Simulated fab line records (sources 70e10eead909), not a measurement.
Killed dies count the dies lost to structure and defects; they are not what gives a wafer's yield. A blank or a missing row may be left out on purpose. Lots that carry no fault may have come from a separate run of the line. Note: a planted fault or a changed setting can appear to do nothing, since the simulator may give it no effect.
Which tool was responsible? || flow nandHarc || 42 wafers from 14 lots sampled at 6 of the route's 1159 steps

## WHAT THE GAUGES READ, wafer by wafer
NHARC_A_SOURCE_PLATE_THK_MEAS_06: measures by ellipsometry. Usual: thkNm at 199.1 nm, with a standard deviation of 2.1.
{"lot": "L609", "measured": "day 7 13:42", "on": "filmMetro-02", "thkNm (nm)": "196.5 200.5 198.4", "flag": ""}
{"lot": "L608", "measured": "day 7 17:20", "on": "filmMetro-02", "thkNm (nm)": "199.4 198.8 202.7", "flag": ""}
{"lot": "L611", "measured": "day 8 03:46", "on": "filmMetro-01", "thkNm (nm)": "198.1 197.2 197.3", "flag": ""}
{"lot": "L612", "measured": "day 8 09:35", "on": "filmMetro-01", "thkNm (nm)": "202.2 200.7 201.0", "flag": ""}
{"lot": "L614", "measured": "day 9 08:17", "on": "filmMetro-02", "thkNm (nm)": "201.3 198.2 198.5", "flag": ""}
{"lot": "L617", "measured": "day 9 19:36", "on": "filmMetro-01", "thkNm (nm)": "197.2 199.1 198.7", "flag": ""}
{"lot": "L618", "measured": "day 10 02:06", "on": "filmMetro-02", "thkNm (nm)": "197.3 195.8 195.4", "flag": ""}
{"lot": "L622", "measured": "day 10 18:41", "on": "filmMetro-02", "thkNm (nm)": "196.2 196.7 195.0", "flag": ""}
{"lot": "L620", "measured": "day 10 18:42", "on": "filmMetro-02", "thkNm (nm)": "201.0 198.3 200.8", "flag": ""}
{"lot": "L623", "measured": "day 11 03:01", "on": "filmMetro-02", "thkNm (nm)": "201.7 198.3 202.5", "flag": ""}
{"lot": "L627", "measured": "day 12 02:08", "on": "filmMetro-02", "thkNm (nm)": "198.8 198.9 200.0", "flag": ""}
{"lot": "L625", "measured": "day 12 02:08", "on": "filmMetro-02", "thkNm (nm)": "200.2 199.7 201.1", "flag": ""}
{"lot": "L628", "measured": "day 12 11:49", "on": "filmMetro-02", "thkNm (nm)": "201.0 200.3 198.2", "flag": ""}
{"lot": "L631", "measured": "day 12 18:38", "on": "filmMetro-01", "thkNm (nm)": "203.3 200.4 200.1", "flag": ""}

NHARC_A_ONON_D1_THK_MEAS_11: measures by ellipsometry. Usual: thkNm at 998 nm, with a standard deviation of 12.
{"lot": "L609", "measured": "day 7 16:05", "on": "filmMetro-01", "thkNm (nm)": "989 989 990", "flag": ""}
{"lot": "L608", "measured": "day 7 19:50", "on": "filmMetro-02", "thkNm (nm)": "1004 1003 1004", "flag": ""}
{"lot": "L611", "measured": "day 8 06:10", "on": "filmMetro-01", "thkNm (nm)": "995 994 995", "flag": ""}
{"lot": "L612", "measured": "day 8 12:01", "on": "filmMetro-02", "thkNm (nm)": "993 991 992", "flag": ""}
{"lot": "L614", "measured": "day 9 10:39", "on": "filmMetro-01", "thkNm (nm)": "1012 1011 1013", "flag": ""}
{"lot": "L617", "measured": "day 9 21:59", "on": "filmMetro-01", "thkNm (nm)": "990 991 989", "flag": ""}
{"lot": "L618", "measured": "day 10 04:28", "on": "filmMetro-01", "thkNm (nm)": "1023 1025 1022", "flag": ""}
{"lot": "L622", "measured": "day 10 21:23", "on": "filmMetro-02", "thkNm (nm)": "992 992 992", "flag": ""}
{"lot": "L620", "measured": "day 10 21:10", "on": "filmMetro-02", "thkNm (nm)": "981 983 981", "flag": ""}
{"lot": "L623", "measured": "day 11 06:30", "on": "filmMetro-01", "thkNm (nm)": "994 994 994", "flag": ""}
{"lot": "L627", "measured": "day 12 04:32", "on": "filmMetro-02", "thkNm (nm)": "1013 1012 1011", "flag": ""}
{"lot": "L625", "measured": "day 12 04:28", "on": "filmMetro-01", "thkNm (nm)": "1011 1011 1010", "flag": ""}
{"lot": "L628", "measured": "day 12 14:11", "on": "filmMetro-01", "thkNm (nm)": "996 996 998", "flag": ""}
{"lot": "L631", "measured": "day 12 21:01", "on": "filmMetro-02", "thkNm (nm)": "994 995 994", "flag": ""}

NHARC_A_ONON_D1_THK_MEAS_18: measures by ellipsometry. Usual: thkNm at 1001 nm, with a standard deviation of 10.
{"lot": "L609", "measured": "day 7 23:44", "on": "filmMetro-02", "thkNm (nm)": "994 994 993", "flag": ""}
{"lot": "L608", "measured": "day 8 03:32", "on": "filmMetro-01", "thkNm (nm)": "993 993 994", "flag": ""}
{"lot": "L611", "measured": "day 8 13:49", "on": "filmMetro-01", "thkNm (nm)": "1002 1001 1003", "flag": ""}
{"lot": "L612", "measured": "day 8 19:38", "on": "filmMetro-01", "thkNm (nm)": "985 985 985", "flag": ""}
{"lot": "L614", "measured": "day 9 18:20", "on": "filmMetro-02", "thkNm (nm)": "994 994 994", "flag": ""}
{"lot": "L617", "measured": "day 10 05:40", "on": "filmMetro-02", "thkNm (nm)": "986 984 987", "flag": ""}
{"lot": "L618", "measured": "day 10 14:07", "on": "filmMetro-02", "thkNm (nm)": "1015 1017 1018", "flag": ""}
{"lot": "L622", "measured": "day 11 04:44", "on": "filmMetro-02", "thkNm (nm)": "1015 1016 1016", "flag": ""}
{"lot": "L620", "measured": "day 11 05:05", "on": "filmMetro-01", "thkNm (nm)": "996 998 997", "flag": ""}
{"lot": "L623", "measured": "day 11 14:35", "on": "filmMetro-02", "thkNm (nm)": "1006 1007 1004", "flag": ""}
{"lot": "L627", "measured": "day 12 12:08", "on": "filmMetro-02", "thkNm (nm)": "1001 1001 1002", "flag": ""}
{"lot": "L625", "measured": "day 12 12:09", "on": "filmMetro-01", "thkNm (nm)": "993 993 994", "flag": ""}
{"lot": "L628", "measured": "day 12 21:55", "on": "filmMetro-02", "thkNm (nm)": "1009 1008 1010", "flag": ""}
{"lot": "L631", "measured": "day 13 04:40", "on": "filmMetro-02", "thkNm (nm)": "992 993 993", "flag": ""}

NHARC_A_ONON_D1_THK_MEAS_21: measures by ellipsometry. Usual: thkNm at 1001 nm, with a standard deviation of 9.7.
{"lot": "L609", "measured": "day 8 00:17", "on": "filmMetro-01", "thkNm (nm)": "1003 1001 1001", "flag": ""}
{"lot": "L608", "measured": "day 8 04:07", "on": "filmMetro-02", "thkNm (nm)": "1001 1003 1001", "flag": ""}
{"lot": "L611", "measured": "day 8 14:23", "on": "filmMetro-01", "thkNm (nm)": "1018 1016 1015", "flag": ""}
{"lot": "L612", "measured": "day 8 20:13", "on": "filmMetro-02", "thkNm (nm)": "987 987 986", "flag": ""}
{"lot": "L614", "measured": "day 9 18:54", "on": "filmMetro-02", "thkNm (nm)": "991 991 991", "flag": ""}
{"lot": "L617", "measured": "day 10 06:16", "on": "filmMetro-02", "thkNm (nm)": "1006 1006 1005", "flag": ""}
{"lot": "L618", "measured": "day 10 14:42", "on": "filmMetro-02", "thkNm (nm)": "1004 1005 1006", "flag": ""}
{"lot": "L622", "measured": "day 11 05:47", "on": "filmMetro-01", "thkNm (nm)": "984 985 986", "flag": ""}
{"lot": "L620", "measured": "day 11 06:09", "on": "filmMetro-02", "thkNm (nm)": "1002 1003 1005", "flag": ""}
{"lot": "L623", "measured": "day 11 15:09", "on": "filmMetro-01", "thkNm (nm)": "1004 1542 1005", "flag": "OFF"}
{"lot": "L627", "measured": "day 12 12:41", "on": "filmMetro-02", "thkNm (nm)": "1539 1001 1002", "flag": "OFF"}
{"lot": "L625", "measured": "day 12 12:50", "on": "filmMetro-01", "thkNm (nm)": "1012 1013 1012", "flag": ""}
{"lot": "L628", "measured": "day 12 22:31", "on": "filmMetro-02", "thkNm (nm)": "1009 1007 1008", "flag": ""}
{"lot": "L631", "measured": "day 13 05:14", "on": "filmMetro-01", "thkNm (nm)": "995 995 995", "flag": ""}

NHARC_END_SORT_01. Usual: killedAtArray 27, standard deviation 10; killedAtOther 0.6, standard deviation 1; killedAtPeriphery 3.4, standard deviation 2.7; killedDies 31, standard deviation 9.7; killedOpen 3.4, standard deviation 1.7; killedShort 2.2, standard deviation 1.5.
{"lot": "L617", "measured": "day 21 14:04", "on": "prober-02", "killedAtArray": "32 27 29", "killedAtOther": "2 1 2", "killedAtPeriphery": "2 4 1", "killedDies": "36 32 32", "killedOpen": "3 1 5", "killedShort": "1 3 1", "flag": ""}
{"lot": "L618", "measured": "day 22 07:11", "on": "prober-01", "killedAtArray": "11 12 18", "killedAtOther": "3 4 0", "killedAtPeriphery": "4 5 6", "killedDies": "18 21 24", "killedOpen": "2 3 7", "killedShort": "2 3 2", "flag": ""}
{"lot": "L622", "measured": "day 22 23:04", "on": "prober-02", "killedAtArray": "30 21 38", "killedAtOther": "1 0 0", "killedAtPeriphery": "2 2 1", "killedDies": "33 23 39", "killedOpen": "4 2 7", "killedShort": "1 1 3", "flag": ""}
{"lot": "L623", "measured": "day 23 13:26", "on": "prober-01", "killedAtArray": "19 674 22", "killedAtOther": "0 0 0", "killedAtPeriphery": "2 3 2", "killedDies": "21 677 24", "killedOpen": "1 4 2", "killedShort": "1 0 2", "flag": "OFF"}
{"lot": "L627", "measured": "day 24 04:32", "on": "prober-02", "killedAtArray": "668 25 21", "killedAtOther": "0 0 1", "killedAtPeriphery": "9 4 9", "killedDies": "677 29 31", "killedOpen": "2 5 2", "killedShort": "6 3 1", "flag": "OFF"}

## WHAT TOOL EACH LOT RAN ON (gives the tool, then ch and the chambers of the sampled wafers, and finally the start)
{"lot": "L609", "NHARC_A_ONON_D1_DEP_19": "pecvdOnon-01 ch 0, day 7 23:47"}
{"lot": "L608", "NHARC_A_ONON_D1_DEP_19": "pecvdOnon-03 ch 0, day 8 03:36"}
{"lot": "L611", "NHARC_A_ONON_D1_DEP_19": "pecvdOnon-03 ch 0, day 8 13:56"}
{"lot": "L612", "NHARC_A_ONON_D1_DEP_19": "pecvdOnon-03 ch 0, day 8 19:42"}
{"lot": "L614", "NHARC_A_ONON_D1_DEP_19": "pecvdOnon-04 ch 0, day 9 18:27"}
{"lot": "L617", "NHARC_A_ONON_D1_DEP_19": "pecvdOnon-04 ch 0, day 10 05:44"}
{"lot": "L618", "NHARC_A_ONON_D1_DEP_19": "pecvdOnon-01 ch 0, day 10 14:14"}
{"lot": "L622", "NHARC_A_ONON_D1_DEP_19": "pecvdOnon-01 ch 0, day 11 05:20"}
{"lot": "L620", "NHARC_A_ONON_D1_DEP_19": "pecvdOnon-03 ch 0, day 11 05:45"}
{"lot": "L623", "NHARC_A_ONON_D1_DEP_19": "pecvdOnon-01 ch 0, day 11 14:42"}
{"lot": "L627", "NHARC_A_ONON_D1_DEP_19": "pecvdOnon-01 ch 0, day 12 12:18"}
{"lot": "L625", "NHARC_A_ONON_D1_DEP_19": "pecvdOnon-04 ch 0, day 12 12:27"}
{"lot": "L628", "NHARC_A_ONON_D1_DEP_19": "pecvdOnon-04 ch 0, day 12 22:05"}
{"lot": "L631", "NHARC_A_ONON_D1_DEP_19": "pecvdOnon-04 ch 0, day 13 04:43"}
- NHARC_A_ONON_D1_DEP_19: target thk 1000 nm.

## WHAT THE TOOLS THEMSELVES READ (means of the sampled wafers that have a number; where no wafer has one, the mark that the record gives instead)
NHARC_A_ONON_D1_DEP_19. Usual: n2FlowSccm 2750 sccm, standard deviation 7.7; n2oFlowSccm 2001 sccm, standard deviation 5.3; nh3FlowSccm 499.8 sccm, standard deviation 1.5.
{"lot": "L609", "tool": "pecvdOnon-01", "n2FlowSccm (sccm)": 2758, "n2oFlowSccm (sccm)": 1996, "nh3FlowSccm (sccm)": 500.6, "flag": ""}
{"lot": "L608", "tool": "pecvdOnon-03", "n2FlowSccm (sccm)": 2755, "n2oFlowSccm (sccm)": 1994, "nh3FlowSccm (sccm)": 498.9, "flag": ""}
{"lot": "L611", "tool": "pecvdOnon-03", "n2FlowSccm (sccm)": 2754, "n2oFlowSccm (sccm)": 2009, "nh3FlowSccm (sccm)": 499.8, "flag": ""}
{"lot": "L612", "tool": "pecvdOnon-03", "n2FlowSccm (sccm)": 2761, "n2oFlowSccm (sccm)": 2002, "nh3FlowSccm (sccm)": 500.2, "flag": ""}
{"lot": "L614", "tool": "pecvdOnon-04", "n2FlowSccm (sccm)": 2746, "n2oFlowSccm (sccm)": 2002, "nh3FlowSccm (sccm)": 499.5, "flag": ""}
{"lot": "L617", "tool": "pecvdOnon-04", "n2FlowSccm (sccm)": 2754, "n2oFlowSccm (sccm)": 2002, "nh3FlowSccm (sccm)": 499.7, "flag": ""}
{"lot": "L618", "tool": "pecvdOnon-01", "n2FlowSccm (sccm)": 2757, "n2oFlowSccm (sccm)": 2000, "nh3FlowSccm (sccm)": 499.4, "flag": ""}
{"lot": "L622", "tool": "pecvdOnon-01", "n2FlowSccm (sccm)": 2742, "n2oFlowSccm (sccm)": 2001, "nh3FlowSccm (sccm)": 502.3, "flag": ""}
{"lot": "L620", "tool": "pecvdOnon-03", "n2FlowSccm (sccm)": 2746, "n2oFlowSccm (sccm)": 2000, "nh3FlowSccm (sccm)": 497.1, "flag": ""}
{"lot": "L623", "tool": "pecvdOnon-01", "n2FlowSccm (sccm)": 2752, "n2oFlowSccm (sccm)": 1997, "nh3FlowSccm (sccm)": 499.2, "flag": ""}
{"lot": "L627", "tool": "pecvdOnon-01", "n2FlowSccm (sccm)": 2756, "n2oFlowSccm (sccm)": 2002, "nh3FlowSccm (sccm)": 500.6, "flag": ""}
{"lot": "L625", "tool": "pecvdOnon-04", "n2FlowSccm (sccm)": 2751, "n2oFlowSccm (sccm)": 1997, "nh3FlowSccm (sccm)": 499.3, "flag": ""}
{"lot": "L628", "tool": "pecvdOnon-04", "n2FlowSccm (sccm)": 2748, "n2oFlowSccm (sccm)": 2000, "nh3FlowSccm (sccm)": 500.2, "flag": ""}
{"lot": "L631", "tool": "pecvdOnon-04", "n2FlowSccm (sccm)": 2748, "n2oFlowSccm (sccm)": 2002, "nh3FlowSccm (sccm)": 500.9, "flag": ""}

## THE ANSWER, worked out from the rows above alone
Rule: a lot counts as off when the mean over its wafers that have a number is more than 3 standard deviations away from the usual mean. A lot without any number at a reading at which 4 lots or more have one is off too. Any other lot the step has rows for is counted as sound. After the gauges, taken in route order, come the tools' own readings; for these a lot's mean is taken, as printed above. The first step at which some lot is off is used, and at that step the reading that is off furthest; a lot without a number counts as furthest.
Off at NHARC_A_ONON_D1_THK_MEAS_21 (thkNm): L623, L627.
A tool fits if, at a process step before that reading, it ran every lot that is off, and no sound lot after the first of them. Not tried: the gauges at NHARC_A_ONON_D1_THK_MEAS_21; whatever is off there is also off at NHARC_END_SORT_01, on other tools, and gauge error can't account for it. One fits: NHARC_A_ONON_D1_DEP_19 on pecvdOnon-01. A fault onset in the window from L622 (day 11 05:20, its last sound lot) to L623 (day 11 14:42, its first lot off) fits.

## WHAT THE SIMULATOR HAD INSERTED
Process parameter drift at NHARC_A_ONON_D1_DEP_19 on pecvdOnon-01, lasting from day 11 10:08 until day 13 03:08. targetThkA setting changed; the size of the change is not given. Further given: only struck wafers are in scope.
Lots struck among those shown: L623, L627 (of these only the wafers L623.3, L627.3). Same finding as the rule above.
